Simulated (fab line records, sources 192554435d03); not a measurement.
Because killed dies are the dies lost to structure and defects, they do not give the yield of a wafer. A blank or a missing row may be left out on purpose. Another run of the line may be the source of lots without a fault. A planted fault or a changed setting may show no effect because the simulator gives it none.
The tool behind it: which one? | flow n5 finfet | 27 wafers from 9 lots sampled at 6 of the route's 1938 steps

== WHAT THE GAUGES READ, wafer by wafer ==
N5_BEOL_M2_CD_MEAS_11: target cd 16.79 nm. Usual: 16.79 nm for cd nm, sd 0.24.
lot  | measured     | on        | cd nm (nm)        | flag
L810 | day 7 09:29  | cd sem-02 | 17.05 16.81 16.60 |
L812 | day 7 12:35  | cd sem-02 | 16.75 16.64 16.62 |
L813 | day 7 14:19  | cd sem-01 | 17.14 16.88 16.86 |
L817 | day 9 00:42  | cd sem-02 | 17.05 16.47 16.89 |
L824 | day 10 15:10 | cd sem-01 | 16.72 16.25 16.64 |
L827 | day 11 00:14 | cd sem-03 | 16.95 16.67 16.99 |
L828 | day 11 11:31 | cd sem-01 | 16.60 16.97 17.05 |
L829 | day 11 14:14 | cd sem-01 | 16.64 16.70 16.44 |
L831 | day 11 21:56 | cd sem-02 | 17.00 16.50 16.88 |

N5_BEOL_M4_RC_MEAS_101. Usual: DIBL_N 36.3 mV/V, standard deviation 1.6; DIBL_P 36.5 mV/V, standard deviation 1.6; IOFF_N 0.163 nA/um, standard deviation 0.026; IOFF_P 0.22 nA/um, standard deviation 0.033; ION_N 676 uA/um, standard deviation 9.9; ION_P 464 uA/um, standard deviation 6.5; SS_N 71.5 mV/dec, standard deviation 0.5; SS_P 73.3 mV/dec, standard deviation 0.64; VT_N 249.3 mV, standard deviation 2.9; VT_P -250 mV, standard deviation 3.2.
lot  | measured     | on        | DIBL_N (mV/V)  | DIBL_P (mV/V)  | IOFF_N (nA/um)    | IOFF_P (nA/um) | ION_N (uA/um) | ION_P (uA/um) | SS_N (mV/dec)  | SS_P (mV/dec)  | VT_N (mV)         | VT_P (mV)      | flag
L810 | day 9 01:08  | prober-01 | 37.5 38.1 38.2 | 36.8 38.0 38.0 | 0.167 0.175 0.187 | 0.23 0.25 0.26 | 666 671 680   | 457 462 468   | 71.6 71.3 72.5 | 74.2 73.7 74.3 | 248.8 248.0 248.9 | -249 -244 -246 |
L812 | day 9 08:10  | prober-01 | 34.8 33.5 34.9 | 36.6 34.8 36.3 | 0.169 0.140 0.165 | 0.20 0.17 0.20 | 691 672 692   | 466 467 471   | 71.5 71.0 70.9 | 73.7 72.9 74.6 | 249.6 250.4 247.7 | -250 -251 -251 |
L813 | day 9 14:32  | prober-01 | 36.8 37.4 37.0 | 37.1 37.5 37.0 | 0.165 0.176 0.153 | 0.22 0.24 0.22 | 687 699 674   | 468 479 462   | 71.1 71.5 71.9 | 72.8 73.6 73.2 | 247.6 247.3 249.2 | -248 -248 -251 |
L817 | day 10 19:06 | prober-01 | 34.5 34.2 33.9 | 35.3 35.9 34.6 | 0.135 0.142 0.129 | 0.17 0.18 0.17 | 670 682 674   | 452 464 461   | 71.3 71.1 71.5 | 72.5 72.5 72.6 | 252.4 249.9 249.3 | -254 -250 -252 |
L824 | day 12 02:19 | prober-02 | 33.4 36.1 36.3 | 33.8 36.6 36.6 | 0.116 0.158 0.153 | 0.16 0.20 0.19 | 656 679 669   | 456 457 459   | 70.8 71.7 71.2 | 72.8 73.6 73.0 | 254.8 248.3 251.0 | -256 -253 -253 |
L827 | day 12 18:37 | prober-01 | 37.5 35.4 36.4 | 35.8 34.7 35.1 | 0.166 0.140 0.143 | 0.21 0.20 0.20 | 678 668 668   | 463 462 460   | 71.2 71.3 71.1 | 73.0 72.8 72.6 | 249.6 248.2 247.9 | -249 -251 -252 |
L828 | day 13 19:29 | prober-01 | 33.9 34.3 34.3 | 34.1 34.0 33.9 | 0.123 0.123 0.128 | 0.21 0.20 0.21 | 676 665 663   | 477 459 467   | 71.4 71.0 71.2 | 72.4 73.1 72.2 | 255.8 254.4 256.5 | -246 -248 -247 |
L829 | day 13 16:11 | prober-01 | 38.4 35.0 35.9 | 42.3 37.9 38.6 | 0.213 0.145 0.164 | 0.29 0.21 0.23 | 685 680 682   | 470 470 471   | 72.8 70.8 71.5 | 74.2 72.1 72.9 | 246.6 248.1 250.8 | -245 -250 -249 |
L831 | day 14 04:17 | prober-01 | 36.0 34.9 35.7 | 37.1 35.2 36.3 | 0.169 0.145 0.164 | 0.22 0.19 0.22 | 669 662 672   | 465 456 462   | 71.8 71.6 71.7 | 73.4 73.5 73.8 | 249.5 252.3 250.3 | -250 -251 -248 |

== WHICH TOOL RAN EACH LOT (tool, then ch and the chambers of the sampled wafers, then the start) ==
lot  | N5_BEOL_M2_ILD_DEP_00           | N5_BEOL_M2_HM_OPEN_17             | N5_BEOL_M2_COAT_68                | N5_BEOL_M2_ETCH_69
L810 | pecvd-04 ch 0,1, day 7 08:17    | rie metal-03 ch 0,1, day 7 09:53  | litho track-02 ch 0, day 7 10:07  | rie diel-01 ch 1,2,3, day 7 10:41
L812 | pecvd-04 ch 1,2, day 7 10:08    | rie metal-03 ch 0,1, day 7 13:22  | litho track-04 ch 0, day 7 13:37  | rie diel-04 ch 0,3, day 7 14:32
L813 | pecvd-04 ch 0,1,2, day 7 13:08  | rie metal-02 ch 0, day 7 14:50    | litho track-02 ch 0, day 7 15:06  | rie diel-04 ch 2,3, day 7 15:43
L817 | pecvd-04 ch 0,1,2, day 8 21:47  | rie metal-02 ch 0,1, day 9 01:13  | litho track-04 ch 0, day 9 01:26  | rie diel-03 ch 2,3, day 9 01:54
L824 | pecvd-03 ch 0,1, day 10 13:29   | rie metal-02 ch 0,1, day 10 15:32 | litho track-04 ch 0, day 10 15:46 | rie diel-04 ch 1,2,3, day 10 16:13
L827 | pecvd-04 ch 0,1,2, day 10 23:33 | rie metal-01 ch 0,1, day 11 00:50 | litho track-04 ch 0, day 11 01:04 | rie diel-01 ch 0,2,3, day 11 01:31
L828 | pecvd-04 ch 0,2, day 11 10:53   | rie metal-02 ch 0,1, day 11 12:40 | litho track-03 ch 0, day 11 12:56 | rie diel-04 ch 1,3, day 11 14:50
L829 | pecvd-01 ch 0,1,2, day 11 13:41 | rie metal-02 ch 1, day 11 15:31   | litho track-04 ch 0, day 11 15:49 | rie diel-04 ch 0,1,2, day 11 16:34
L831 | pecvd-01 ch 0,1,2, day 11 20:25 | rie metal-02 ch 0,1, day 11 22:18 | litho track-02 ch 0, day 11 22:31 | rie diel-04 ch 0,3, day 11 22:59
- N5_BEOL_M2_ILD_DEP_00: deposits SiOC from DEMS/O2, target thk 79 nm, time 15.3 s.
- N5_BEOL_M2_HM_OPEN_17: chemistry Cl2/BCl3, target TiN, target depth 20 nm, overetch 6 nm.
- N5_BEOL_M2_COAT_68: time 60 s, resist thk 12 nm.
- N5_BEOL_M2_ETCH_69: etches SiARC in CF4, target depth 15.6 nm, time 26 s.

== WHAT THE TOOLS THEMSELVES READ (means of the sampled wafers that have a number; where no wafer has one, the mark that the record gives instead) ==
N5_BEOL_M2_ILD_DEP_00. Usual: heater power w 514 W, standard deviation 80; showerhead plenum p Torr 5.696 Torr, standard deviation 0.011; throttle valve pct 12.0 %, standard deviation 0.68.
lot  | tool     | heater power w (W) | showerhead plenum p Torr (Torr) | throttle valve pct (%) | flag
L810 | pecvd-04 | 477                | 5.706                           | 12.1                   |
L812 | pecvd-04 | 468                | 5.693                           | 11.4                   |
L813 | pecvd-04 | 501                | 5.692                           | 12.0                   |
L817 | pecvd-04 | 493                | 5.683                           | 12.1                   |
L824 | pecvd-03 | 546                | 5.699                           | 12.6                   |
L827 | pecvd-04 | 515                | 5.693                           | 12.1                   |
L828 | pecvd-04 | 476                | 5.692                           | 12.8                   |
L829 | pecvd-01 | 536                | 5.700                           | 11.9                   |
L831 | pecvd-01 | 526                | 5.687                           | 11.9                   |

N5_BEOL_M2_HM_OPEN_17. Usual: bias w 126.0 W, standard deviation 0.36; drypump motor current A 5.7 A, standard deviation 0.37; oes product au 0.68 a.u., standard deviation 0.095; throttle valve pct 22.18 %, standard deviation 0.16.
lot  | tool         | bias w (W) | drypump motor current A (A) | oes product au (a.u.) | throttle valve pct (%) | flag
L810 | rie metal-03 | 126.0      | 5.5                         | 0.70                  | 22.22                  |
L812 | rie metal-03 | 126.6      | 5.6                         | 0.73                  | 22.14                  |
L813 | rie metal-02 | 126.4      | 5.3                         | 0.64                  | 22.39                  |
L817 | rie metal-02 | 125.5      | 5.4                         | 0.69                  | 22.32                  |
L824 | rie metal-02 | 125.8      | 5.6                         | 0.73                  | 22.26                  |
L827 | rie metal-01 | 125.7      | 6.2                         | 0.61                  | 22.05                  |
L828 | rie metal-02 | 125.9      | 5.6                         | 0.73                  | 22.25                  |
L829 | rie metal-02 | 126.0      | 5.7                         | 0.79                  | 22.14                  |
L831 | rie metal-02 | 126.2      | 5.6                         | 0.72                  | 22.24                  |

N5_BEOL_M2_COAT_68. Usual: plate temp C 220.00 C, standard deviation 0.17; spin speed rpm 1500.1 rpm, standard deviation 0.91.
lot  | tool           | plate temp C (C) | spin speed rpm (rpm) | flag
L810 | litho track-02 | 219.76           | 1499.8               |
L812 | litho track-04 | 219.96           | 1500.7               |
L813 | litho track-02 | 220.18           | 1499.9               |
L817 | litho track-04 | 219.90           | 1501.0               |
L824 | litho track-04 | 220.07           | 1500.5               |
L827 | litho track-04 | 220.04           | 1729.0               | OFF
L828 | litho track-03 | 220.07           | 1498.2               |
L829 | litho track-04 | 220.01           | 1729.0               | OFF
L831 | litho track-02 | 219.82           | 1499.7               |

N5_BEOL_M2_ETCH_69. Usual: bias w 36.00 W (standard deviation 0.1); drypump motor current A 5.8 A (standard deviation 0.32); etch rf on time s 25.9 s (standard deviation 0.51); oes product au 0.68 a.u. (standard deviation 0.063); rf vpp V 184.0 V (standard deviation 1.3); showerhead plenum p Torr 2.14 Torr (standard deviation 0.076); throttle valve pct 15.60 % (standard deviation 0.26).
lot  | tool        | bias w (W) | drypump motor current A (A) | etch rf on time s (s) | oes product au (a.u.) | rf vpp V (V) | showerhead plenum p Torr (Torr) | throttle valve pct (%) | flag
L810 | rie diel-01 | 36.02      | 5.9                         | 25.8                  | 0.62                  | 183.5        | 2.10                            | 15.67                  |
L812 | rie diel-04 | 35.99      | 5.5                         | 25.9                  | 0.74                  | 183.9        | 2.15                            | 15.38                  |
L813 | rie diel-04 | 36.10      | 5.6                         | 26.6                  | 0.67                  | 185.9        | 2.24                            | 15.88                  |
L817 | rie diel-03 | 36.14      | 5.8                         | 25.8                  | 0.65                  | 183.4        | 2.11                            | 15.89                  |
L824 | rie diel-04 | 36.05      | 5.8                         | 26.4                  | 0.68                  | 185.3        | 2.25                            | 15.76                  |
L827 | rie diel-01 | 35.92      | 6.0                         | 24.4                  | 0.64                  | 183.7        | 2.08                            | 15.58                  |
L828 | rie diel-04 | 36.05      | 6.0                         | 26.2                  | 0.70                  | 186.0        | 2.26                            | 15.60                  |
L829 | rie diel-04 | 35.96      | 5.8                         | 24.3                  | 0.68                  | 183.8        | 2.19                            | 15.66                  | OFF
L831 | rie diel-04 | 35.98      | 5.5                         | 25.5                  | 0.70                  | 184.7        | 2.14                            | 15.45                  |

== THE ANSWER, worked out from the rows above alone ==
Rule: take the mean of a lot's wafers that have a number; if it is more than 3 standard deviations from the usual mean, the lot is off. A lot without any number at a reading at which 4 lots or more have one is off too. All remaining lots with rows at the step are treated as sound. First the gauges in route order, then the tools' own readings, where a lot's mean is used as printed above. At the first step where some lot is off, the reading lying furthest off is the one used; lots without a number count as furthest.
Off at N5_BEOL_M2_COAT_68 (spin speed rpm): L827, L829.
If a tool, at that step or one of the process steps before it, ran each lot that is off and ran no sound lot following the first of them, it fits. One candidate fits, namely litho track-04 at N5_BEOL_M2_COAT_68. Its last sound lot is L824 (day 10 15:46), its first lot that is off L827 (day 11 01:04): a fault that began between those two fits.
On the lots that are off, the tool's own readings at N5_BEOL_M2_COAT_68 differ by more than 5 times the standard deviation of the sound lots' means, which bears it out; spin speed rpm reads 1729.0 rpm there versus 1500.0 rpm on the sound lots.

== WHAT HAD BEEN PUT IN BY THE SIMULATOR ==
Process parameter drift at N5_BEOL_M2_COAT_68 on litho track-04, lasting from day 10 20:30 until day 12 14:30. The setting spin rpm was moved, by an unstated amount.
Shown lots that were struck: L827, L829. The same result came from the rule above.
